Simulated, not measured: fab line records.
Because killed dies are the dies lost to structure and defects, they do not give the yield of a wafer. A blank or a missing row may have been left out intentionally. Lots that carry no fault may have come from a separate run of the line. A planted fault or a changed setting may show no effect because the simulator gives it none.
Matching of chambers    flow n5_finfet    cmp-04 running N5_SDB_CMP_30: 4 sister chambers
The step polishes, stops on poly-Si, t overpolish 1.54 s, target thk 30 nm. 8 wafers are shown with their chamber, then 9 later ones without.

WAFERS WITH THEIR CHAMBER
wafer   chamber  motor_current_A (A)  time_to_endpoint_s (s)
L081.6  0        12.0                 18.3
L084.1  3        11.7                 19.7
L086.2  1        10.5                 21.0
L086.5  0        11.9                 21.2
L086.6  1        10.3                 20.3
L087.3  2        13.6                 17.5
L087.5  3        11.9                 18.4
L087.6  2        14.6                 17.9

WAFERS MISSING THEIR CHAMBER
wafer   motor_current_A (A)  time_to_endpoint_s (s)
L090.1  11.6                 20.1
L090.3  11.8                 21.9
L090.5  14.4                 18.0
L095.2  14.3                 20.7
L095.3  11.4                 18.0
L095.5  11.3                 19.5
L095.1  10.4                 21.2
L095.4  11.3                 23.2
L095.6  11.6                 20.0

EACH ONE'S CHAMBER
wafer   from the rows above           in truth
L090.1  can't be placed: 0 or 3       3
L090.3  can't be placed: 0 or 3       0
L090.5  2                             2
L095.2  2                             2
L095.3  can't be placed: 3 or 0       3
L095.5  can't be placed: 3 or 0 or 1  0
L095.1  1                             1
L095.4  can't be placed: 1 or 0 or 3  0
L095.6  can't be placed: 0 or 3       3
Correctly placed: 3 of 9. Cannot be placed on the basis of these rows: 6; the candidates contain the true chamber in 6. 0 placed wrongly.
How it was worked out, from the rows above alone: a wafer's distance from a chamber is the root of the sum, over the readings, of the square of ((its reading less the chamber's mean) divided by the reading's scatter). The wafer belongs to the nearest chamber; if the next one is less than 2 further off, it can't be placed. The mean given for a chamber averages the wafers shown for that chamber. How the scatter is found: for the shown wafers, subtract from each reading the mean of its chamber, square and add these, divide the total by (wafers less chambers), then take the root.
